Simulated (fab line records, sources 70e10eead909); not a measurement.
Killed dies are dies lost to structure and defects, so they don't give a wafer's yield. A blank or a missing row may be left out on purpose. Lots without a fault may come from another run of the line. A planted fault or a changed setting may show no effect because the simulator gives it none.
Chamber matching | flow nand_harc | NHARC_P_M2_STRIP_18 on rie_diel-09: 4 sister chambers
The step strips in N2/H2. 4 wafers are shown with their chamber, then 9 later ones without.

WAFERS WITH THEIR CHAMBER
wafer  | chamber | showerhead_plenum_p_Torr (Torr)
L085.6 | 2       | 2.03
L088.1 | 1       | 2.07
L092.2 | 3       | 2.11
L092.4 | 0       | 1.96

WAFERS WITHOUT THEIR CHAMBER
wafer  | showerhead_plenum_p_Torr (Torr)
L093.2 | 2.11
L093.4 | 1.96
L093.6 | 2.02
L095.3 | 2.11
L095.4 | 1.96
L095.5 | 2.02
L097.2 | 2.11
L097.3 | 1.96
L097.5 | 2.11

WHICH CHAMBER EACH WENT THROUGH
wafer  | from the rows above | in truth
L093.2 | 3                   | 3
L093.4 | 0                   | 0
L093.6 | 2                   | 2
L095.3 | 3                   | 3
L095.4 | 0                   | 0
L095.5 | 2                   | 2
L097.2 | 3                   | 3
L097.3 | 0                   | 0
L097.5 | 3                   | 3
Placed correctly: 9 of 9. Can't be placed from these rows: 0. Placed wrongly: 0.
How it was worked out, from the rows above alone: a wafer's distance from a chamber is the root of the sum, over the readings, of the square of ((its reading less the chamber's mean) divided by the reading's scatter). The wafer belongs to the nearest chamber; if the next one is less than 2 further off, it can't be placed. A chamber's mean is the mean of its shown wafers. The scatter: with one shown wafer a chamber, the root of the mean of the squares of how far each hidden wafer lies from its nearest shown one.
